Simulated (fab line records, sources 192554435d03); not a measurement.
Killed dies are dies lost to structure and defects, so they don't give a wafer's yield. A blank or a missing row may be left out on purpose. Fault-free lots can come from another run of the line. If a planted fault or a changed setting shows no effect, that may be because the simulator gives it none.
fab line records    flow n5Finfet
record: lots: 10  wafers: 30  lastDay: 19
route steps=1938 shown BEOL_M11@1581 BEOL_M12@1602
lots that met no fault: from a run of the same line without faults
startH: hours from the record's first day to the start of the lot's first wafer shown    waitH: hours elapsed since this lot's preceding step    " as in the row above    L1.1+2: a row that stands for several wafers    - no value present, or no start provided    * or withheld: withheld    < > ~ a bound
route shown NAME@n: names a module that has steps shown in the file, with the first one's number in the route    usual: mean and standard deviation over wafers with no fault    same: alike in all rows    chamber/n: place in a boat    sites: each site's reading    _std_site: how widely they spread, as a standard deviation    _edge_site: the outer-site mean with the inner-site mean subtracted    radiusMm: how far each site lies from the wafer's centre    mask NAME#n: copy n    behind: the last tool/chamber to shape the wafer    hold: what put the lot on hold/how long, in hours/how the hold closed    device: the n, p or np transistor that did not switch    end of line: at the end of the route, the tests of the same wafers    for a step that has no rows: nothing shown but its recipe    killed: the dies lost at the first sort to structure and to defects; this is not the yield of the wafer    map: a wafer's dies, marking killed ones x, the rest . and places with no die _
set.NAME: the setting the step ran with; set.NAME@STEP: the setting that earlier step ran with    model.NAME: the simulator's own value behind a step, which no gauge read
a sample of lots followed through the steps of the route, with each step as a table and each wafer as a row
services: when a tool's chamber went out of use (startH, in hours from the record's first day, below 0 if earlier), for how many hours, and the reason
== steps ==
step: N5_BEOL_M11_OCD_MEAS_38
usual: trenchDepthNm: 149.0/2.5
lot.wafer  tool    chamber  startH  waitH  trenchDepthNm
L588.2     ocd-02  -        251.14  -      150.4
L588.3     "       -        "       "      148.9
L588.5     "       -        "       "      146.5
L589.1     ocd-02  -        275.20  -      146.1
L589.4     "       -        "       "      147.0
L589.5     "       -        "       "      145.0
L592.2     ocd-01  -        291.61  -      155.6
L592.4     "       -        "       "      150.2
L592.6     "       -        "       "      147.2
L597.1     ocd-01  -        310.11  -      148.0
L597.4     "       -        "       "      143.6
L597.6     "       -        "       "      147.9
L603.2     ocd-01  -        374.97  -      149.3
L603.3     "       -        "       "      153.5
L603.4     "       -        "       "      149.2
L606.1     ocd-02  -        378.27  -      148.6
L606.2     "       -        "       "      154.7
L606.4     "       -        "       "      150.9
L605.4     ocd-02  -        386.53  -      148.9
L605.5     "       -        "       "      149.3
L605.6     "       -        "       "      147.9
L609.3     ocd-02  -        409.63  -      153.5
L609.5     "       -        "       "      150.0
L609.6     "       -        "       "      152.5
L608.1     ocd-02  -        409.84  -      144.4
L608.4     "       -        "       "      149.3
L608.5     "       -        "       "      145.1
L610.1     ocd-02  -        410.71  -      152.2
L610.5     "       -        "       "      152.3
L610.6     "       -        "       "      151.6
step: N5_BEOL_M11_PRE_CLEAN_45
recipe: gas: H2/He  timeS: 30  tempC: 250
usual: heaterPowerW: 342/49  susceptorTempC: 249.99/0.18
same: timeS: 30
lot.wafer  tool           chamber  startH  waitH  heaterPowerW  susceptorTempC
L588.2     pvdSputter-02  -        251.75  0.0    413           250.09
L588.3     "              -        "       "      339           250.01
L588.5     "              -        "       "      414           249.98
L589.1     pvdSputter-02  -        276.05  0.0    325           249.74
L589.4     "              -        "       "      332           250.12
L589.5     "              -        "       "      415           250.05
L592.2     pvdSputter-02  -        292.79  0.0    322           249.94
L592.4     "              -        "       "      368           250.14
L592.6     "              -        "       "      359           250.01
L597.1     pvdSputter-02  -        310.73  0.0    359           249.37
L597.4     "              -        "       "      325           249.82
L597.6     "              -        "       "      325           249.78
L603.2     pvdSputter-02  -        375.56  0.0    338           250.12
L603.3     "              -        "       "      409           249.86
L603.4     "              -        "       "      317           249.98
L606.1     pvdSputter-01  -        378.87  0.0    344           249.85
L606.2     "              -        "       "      218           249.77
L606.4     "              -        "       "      339           249.77
L605.4     pvdSputter-01  -        389.39  0.0    221           249.96
L605.5     "              -        "       "      221           250.08
L605.6     "              -        "       "      356           249.98
L609.3     pvdSputter-01  -        410.38  0.0    365           249.79
L609.5     "              -        "       "      224           250.00
L609.6     "              -        "       "      348           249.85
L608.1     pvdSputter-01  -        410.68  0.0    218           250.17
L608.4     "              -        "       "      360           250.16
L608.5     "              -        "       "      356           249.95
L610.1     pvdSputter-02  -        411.41  0.0    341           250.12
L610.5     "              -        "       "      320           250.23
L610.6     "              -        "       "      414           249.87
step: N5_BEOL_M11_SURFACE_TREAT_76
recipe: gas: Ar  timeS: *  ionEnergyEv: *  ionCurrentMaCm2: 0.5  pressureMtorr: *  arFlowSccm: 30
usual: throttleValvePct: *
same: timeS: *
lot.wafer  tool           chamber  startH  waitH  throttleValvePct
L588.2     pvdSputter-02  -        252.27  0.3    *
L588.3     "              -        "       "      *
L588.5     "              -        "       "      *
L589.1     pvdSputter-01  -        276.42  0.2    *
L589.4     "              -        "       "      *
L589.5     "              -        "       "      *
L592.2     pvdSputter-02  -        293.39  0.4    *
L592.4     "              -        "       "      *
L592.6     "              -        "       "      *
L597.1     pvdSputter-02  -        311.11  0.2    *
L597.4     "              -        "       "      *
L597.6     "              -        "       "      *
L603.2     pvdSputter-03  -        375.92  0.2    *
L603.3     "              -        "       "      *
L603.4     "              -        "       "      *
L606.1     pvdSputter-02  -        379.28  0.2    *
L606.2     "              -        "       "      *
L606.4     "              -        "       "      *
L605.4     pvdSputter-01  -        389.85  0.2    *
L605.5     "              -        "       "      *
L605.6     "              -        "       "      *
L609.3     pvdSputter-01  -        410.76  0.2    *
L609.5     "              -        "       "      *
L609.6     "              -        "       "      *
L608.1     pvdSputter-01  -        411.04  0.2    *
L608.4     "              -        "       "      *
L608.5     "              -        "       "      *
L610.1     pvdSputter-03  -        411.96  0.3    *
L610.5     "              -        "       "      *
L610.6     "              -        "       "      *
step: N5_BEOL_M12_ILD_DEP_00
recipe: material: SiOC  targetThkA: 6589.2  tempC: 350  precursor: DEMS/O2  pressureTorr: 5  rfW: 500  timeS: 130.7
usual: heaterPowerW: 482/65  showerheadPlenumPTorr: 5.694/0.014  susceptorTempC: 349.99/0.2  throttleValvePct: 12.0/0.74
same: timeS: 130.7
lot.wafer  tool      chamber  startH  waitH  heaterPowerW  showerheadPlenumPTorr  susceptorTempC  throttleValvePct
L588.2     pecvd-04  0        254.87  0.0    392           5.674                  349.53          12.1
L588.3     "         1        "       "      430           5.704                  349.76          12.5
L588.5     "         1        "       "      460           5.701                  350.01          12.3
L589.1     pecvd-04  1        277.82  0.0    444           5.712                  349.80          12.5
L589.4     "         1        "       "      476           5.702                  349.89          12.6
L589.5     "         0        "       "      413           5.682                  350.02          12.2
L592.2     pecvd-02  0        295.28  0.0    578           5.672                  372.73          12.6
L592.4     "         1        "       "      563           5.682                  350.19          11.6
L592.6     "         0        "       "      634           5.687                  372.78          12.8
L597.1     pecvd-02  0        312.56  0.0    683           5.683                  372.45          12.8
L597.4     "         1        "       "      533           5.698                  350.05          11.6
L597.6     "         2        "       "      528           5.676                  349.80          10.9
L603.2     pecvd-03  2        377.21  0.0    433           5.692                  349.77          11.0
L603.3     "         0        "       "      477           5.703                  349.87          13.2
L603.4     "         0        "       "      502           5.705                  349.94          13.2
L606.1     pecvd-02  2        381.96  0.0    536           5.676                  349.90          10.8
L606.2     "         1        "       "      609           5.699                  350.04          11.7
L606.4     "         1        "       "      497           5.691                  350.03          11.6
L605.4     pecvd-02  2        391.11  0.1    490           5.680                  350.17          11.0
L605.5     "         0        "       "      570           5.694                  350.06          12.9
L605.6     "         2        "       "      505           5.671                  350.48          11.4
L609.3     pecvd-02  0        412.20  0.1    564           5.682                  349.87          12.9
L609.5     "         0        "       "      454           5.698                  349.85          12.8
L609.6     "         2        "       "      462           5.680                  349.46          11.1
L608.1     pecvd-02  0        412.56  0.0    520           5.701                  349.98          12.8
L608.4     "         2        "       "      537           5.676                  350.06          11.1
L608.5     "         2        "       "      564           5.701                  350.28          11.1
L610.1     pecvd-03  2        414.86  0.0    412           5.708                  350.27          10.8
L610.5     "         0        "       "      581           5.690                  350.31          13.3
L610.6     "         2        "       "      432           5.692                  350.22          11.1
step: N5_BEOL_M12_THK_MEAS_01
recipe: reads: SiOC_of_BEOL_M12_ILD_DEP_00
usual: M12_ILD_THK: 654/8.8
lot.wafer  tool          chamber  startH  waitH  M12_ILD_THK[nm]
L588.2     filmMetro-01  -        255.00  0.1    638
L588.3     "             -        "       "      649
L588.5     "             -        "       "      649
L589.1     filmMetro-01  -        277.95  0.1    653
L589.4     "             -        "       "      665
L589.5     "             -        "       "      654
L592.2     filmMetro-02  -        295.41  0.1    620
L592.4     "             -        "       "      666
L592.6     "             -        "       "      634
L597.1     filmMetro-01  -        312.69  0.1    612
L597.4     "             -        "       "      658
L597.6     "             -        "       "      661
L603.2     filmMetro-02  -        377.35  0.1    658
L603.3     "             -        "       "      656
L603.4     "             -        "       "      662
L606.1     filmMetro-02  -        382.09  0.1    647
L606.2     "             -        "       "      647
L606.4     "             -        "       "      652
L605.4     filmMetro-02  -        391.24  0.1    643
L605.5     "             -        "       "      659
L605.6     "             -        "       "      649
L609.3     filmMetro-02  -        412.33  0.1    651
L609.5     "             -        "       "      651
L609.6     "             -        "       "      642
L608.1     filmMetro-02  -        412.74  0.1    643
L608.4     "             -        "       "      653
L608.5     "             -        "       "      660
L610.1     filmMetro-01  -        414.99  0.1    650
L610.5     "             -        "       "      655
L610.6     "             -        "       "      666
step: N5_BEOL_M12_STRIP_63
recipe: chemistry: N2/H2  powerW: 1000  tempC: 250  h2Frac: 0.65  overashFraction: 0.3  pressureMtorr: 1000  n2FlowSccm: 1750  h2FlowSccm: 3250
usual: drypumpMotorCurrentA: 5.42/0.094  heaterPowerW: 336/9.3  n2FlowSccm: 1750/5.8  oesProductAu: 0.694/0.0048  stripTimeToEndpointS: 43.1/0.73
lot.wafer  tool            chamber  startH  waitH  drypumpMotorCurrentA  heaterPowerW  n2FlowSccm  oesProductAu  rfHoursCounterH  stripTimeToEndpointS
L588.2     plasmaAsher-02  0        255.82  -      5.49                  346           1747        0.706         122              44.3
L588.3     "               0        "       "      5.46                  341           1747        0.698         -                42.9
L588.5     "               1        "       "      5.38                  333           1756        0.688         -                43.1
L589.1     plasmaAsher-02  0        278.76  -      5.43                  346           1744        0.689         126              43.3
L589.4     "               1        "       "      5.38                  330           1751        0.690         -                41.9
L589.5     "               1        "       "      5.37                  341           1758        0.698         -                43.1
L592.2     plasmaAsher-02  0        296.84  -      5.49                  344           1761        0.699         129              46.3
L592.4     "               1        "       "      5.38                  336           1755        0.699         -                42.6
L592.6     "               1        "       "      5.37                  330           1742        0.707         -                45.2
L597.1     plasmaAsher-01  0        314.97  -      5.61                  338           1744        0.696         79               46.9
L597.4     "               1        "       "      5.27                  322           1743        0.700         -                43.4
L597.6     "               0        "       "      5.56                  329           1741        0.696         -                43.3
L603.2     plasmaAsher-02  0        378.90  -      5.43                  345           1757        0.690         147              42.8
L603.3     "               0        "       "      5.46                  333           1748        0.698         -                43.1
L603.4     "               1        "       "      5.40                  348           1755        0.693         -                42.8
L606.1     plasmaAsher-01  1        382.77  -      5.28                  321           1760        0.696         91               43.4
L606.2     "               0        "       "      5.55                  338           1751        0.691         91               43.5
L606.4     "               1        "       "      5.28                  325           1755        0.695         -                43.1
L605.4     plasmaAsher-01  1        392.06  -      5.26                  320           1753        0.690         -                44.0
L605.5     "               1        "       "      5.24                  315           1755        0.693         -                42.2
L605.6     "               0        "       "      5.60                  326           1745        0.687         -                43.3
L609.3     plasmaAsher-02  0        413.02  -      5.43                  339           1754        0.691         -                42.9
L609.5     "               1        "       "      5.39                  338           1754        0.700         -                43.0
L609.6     "               0        "       "      5.40                  340           1745        0.692         -                43.6
L608.1     plasmaAsher-02  0        413.44  -      5.43                  347           1755        0.697         152              44.0
L608.4     "               0        "       "      5.43                  343           1747        0.695         -                43.4
L608.5     "               0        "       "      5.45                  340           1757        0.700         -                43.0
L610.1     plasmaAsher-01  1        415.86  -      5.28                  318           1754        0.697         98               43.1
L610.5     "               1        "       "      5.29                  323           1753        0.687         -                42.7
L610.6     "               0        "       "      5.61                  347           1747        0.694         -                41.9
== services ==
tool            chamber  startH  hours  kind
plasmaAsher-01  -        235.73  2.1    repair
plasmaAsher-02  -        236.47  1.7    repair
pecvd-02        -        250.45  0.5    repair
pvdSputter-03   -        256.81  10.5   repair
pecvd-04        -        289.15  1.3    repair
pecvd-04        -        292.24  0.7    repair
pecvd-02        0        315.02  2.1    scheduledDown
pecvd-02        -        318.23  2.8    pm
plasmaAsher-01  -        345.21  4.3    repair
pecvd-04        0        364.62  5.5    scheduledDown
pecvd-02        1        383.62  -      clean
pecvd-02        1        383.62  -      consumableReplace:showerhead
pecvd-02        1        383.62  29.0   scheduledDown
pecvd-02        1        383.62  29.0   ventCycle
pvdSputter-02   -        394.73  1.5    repair
pecvd-03        1        396.85  2.1    scheduledDown
pecvd-02        0        399.12  5.5    scheduledDown
pecvd-04        -        403.89  0.8    pm
pecvd-03        -        406.61  2.8    pm
pecvd-03        -        410.15  4.3    repair
== key ==
firstSign: step: N5_BEOL_M12_ILD_DEP_00  reading: susceptorTempC  direction: up  sigmas: 99+  usual: *  struck: *
effect: step: N5_BEOL_M12_ILD_DEP_00  reading: heaterPowerW  direction: up  sigmas: 2.3  usual: *  struck: *
effect: step: N5_BEOL_M12_THK_MEAS_01  reading: M12_ILD_THK  direction: down  sigmas: 3.6  usual: 654  struck: 622
effect: step: N5_BEOL_M12_STRIP_63  reading: stripTimeToEndpointS  direction: up  sigmas: 4.1  usual: *  struck: *
metAt N5_BEOL_M12_ILD_DEP_00
struckLots L592,L597
struckWafers L592.2,L592.6,L597.1
notActingAt N5_BEOL_M11_OCD_MEAS_38,N5_BEOL_M11_PRE_CLEAN_45,N5_BEOL_M11_SURFACE_TREAT_76
fault: kind: processParameterDrift  tool: pecvd-02  chamber: 0  onsetH: 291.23  steps: N5_BEOL_M12_ILD_DEP_00  channel: tempC  offset: *  shape: step  endH: 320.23  actsIn: *  stated: *
